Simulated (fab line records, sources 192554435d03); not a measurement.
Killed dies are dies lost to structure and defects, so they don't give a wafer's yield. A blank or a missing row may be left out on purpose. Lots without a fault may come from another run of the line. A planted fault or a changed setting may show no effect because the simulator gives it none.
One fault seen from 3 desks | flow n5_finfet | each desk has only its own numbers; what lay behind them comes last

THE DEFECT DESK
What the inspections along the route counted, lot by lot: means of the sampled wafers that have a number. A lot is out of limits, marked OUT, if its mean lies more than 4 standard deviations from the usual mean; the brackets give that distance.
Columns: A = raw_defect_count at N5_BEOL_M1_INSPECT_30, usual 392
lot  | first seen here | A
L627 | day 6 22:10     | 345
L629 | day 7 20:42     | 424
L633 | day 8 08:06     | 348
L636 | day 9 05:21     | 212
L641 | day 10 10:26    | 370
L642 | day 10 21:23    | 460
L644 | day 11 13:03    | 436
This desk's finding: nothing out of limits on any of the 7 lots.

THE METROLOGY DESK
What the gauges read, lot by lot, whatever tool the lot ran on: means of the sampled wafers that have a number. A lot is out of limits, marked OUT, if its mean lies more than 4 standard deviations from the usual mean; the brackets give that distance. Of its 12 readings 7 are shown: those that lie furthest out on some lot.
Columns: A = cd_nm at N5_BEOL_M1_CD_MEAS_28, usual 23.76 nm; B = V0_OVL at N5_BEOL_M1_OVL_MEAS_29, usual 0.5 nm; C = DIBL_N at N5_BEOL_M4_RC_MEAS_101, usual 36.0 mV/V; D = IOFF_N at N5_BEOL_M4_RC_MEAS_101, usual 0.160 nA/um; E = IOFF_P at N5_BEOL_M4_RC_MEAS_101, usual 0.21 nA/um; F = VT_N at N5_BEOL_M4_RC_MEAS_101, usual 250 mV; G = VT_P at N5_BEOL_M4_RC_MEAS_101, usual -249 mV
lot  | first seen here | A     | B    | C    | D     | E    | F   | G
L627 | day 6 22:05     | 23.84 | -0.6 | 34.8 | 0.127 | 0.16 | 254 | -256
L629 | day 7 20:37     | 23.61 | 0.4  | 36.9 | 0.156 | 0.22 | 250 | -247
L633 | day 8 08:01     | 23.51 | 0.8  | 38.0 | 0.201 | 0.24 | 246 | -248
L636 | day 9 05:16     | 23.83 | 0.4  | 36.4 | 0.162 | 0.20 | 249 | -252
L641 | day 10 10:22    | 23.72 | 0.2  | 36.1 | 0.171 | 0.21 | 248 | -248
L642 | day 10 21:18    | 23.56 | 0.6  | 36.7 | 0.171 | 0.23 | 246 | -247
L644 | day 11 12:58    | 24.09 | -0.2 | 35.4 | 0.137 | 0.20 | 250 | -249
This desk's finding: nothing out of limits on any of the 7 lots.

THE TOOL OWNER'S DESK: rie_diel-02
The tool's own readings at N5_BEOL_M1_ETCH_70 (etches SOC in N2/H2, target depth 80 nm, overetch 16 nm, time 120 s): means of the sampled wafers that have a number, for each lot that ran on this tool. A lot is out of limits, marked OUT, if its mean lies more than 4 standard deviations from the usual mean; the brackets give that distance.
Columns: A = bias_w at N5_BEOL_M1_ETCH_70, usual 150.0 W; B = drypump_motor_current_A at N5_BEOL_M1_ETCH_70, usual 5.8 A; C = oes_product_au at N5_BEOL_M1_ETCH_70, usual 0.57 a.u.; D = rf_vpp_V at N5_BEOL_M1_ETCH_70, usual 523.6 V; E = showerhead_plenum_p_Torr at N5_BEOL_M1_ETCH_70, usual 2.53 Torr; F = throttle_valve_pct at N5_BEOL_M1_ETCH_70, usual 17.86 %
lot  | first seen here | A     | B   | C    | D     | E    | F
L627 | day 7 03:37     | 150.1 | 5.8 | 0.55 | 522.4 | 2.47 | 17.87
L633 | day 8 08:36     | 149.6 | 5.9 | 0.56 | 522.6 | 2.52 | 17.77
L636 | day 9 07:31     | 150.2 | 5.6 | 0.56 | 524.8 | 2.55 | 17.70
L641 | day 10 11:55    | 149.6 | 5.9 | 0.53 | 520.8 | 2.43 | 18.03
L642 | day 10 21:43    | 149.8 | 6.2 | 0.55 | 526.0 | 2.60 | 17.64
L644 | day 11 16:35    | 150.2 | 5.3 | 0.55 | 523.8 | 2.51 | 17.77
This desk's finding: nothing out of limits on any of the 6 lots.

PUT TOGETHER
The defect desk saw nothing out of limits.
The metrology desk saw nothing out of limits.
The tool owner's desk saw nothing out of limits.

WHAT THE SIMULATOR HAD PUT IN
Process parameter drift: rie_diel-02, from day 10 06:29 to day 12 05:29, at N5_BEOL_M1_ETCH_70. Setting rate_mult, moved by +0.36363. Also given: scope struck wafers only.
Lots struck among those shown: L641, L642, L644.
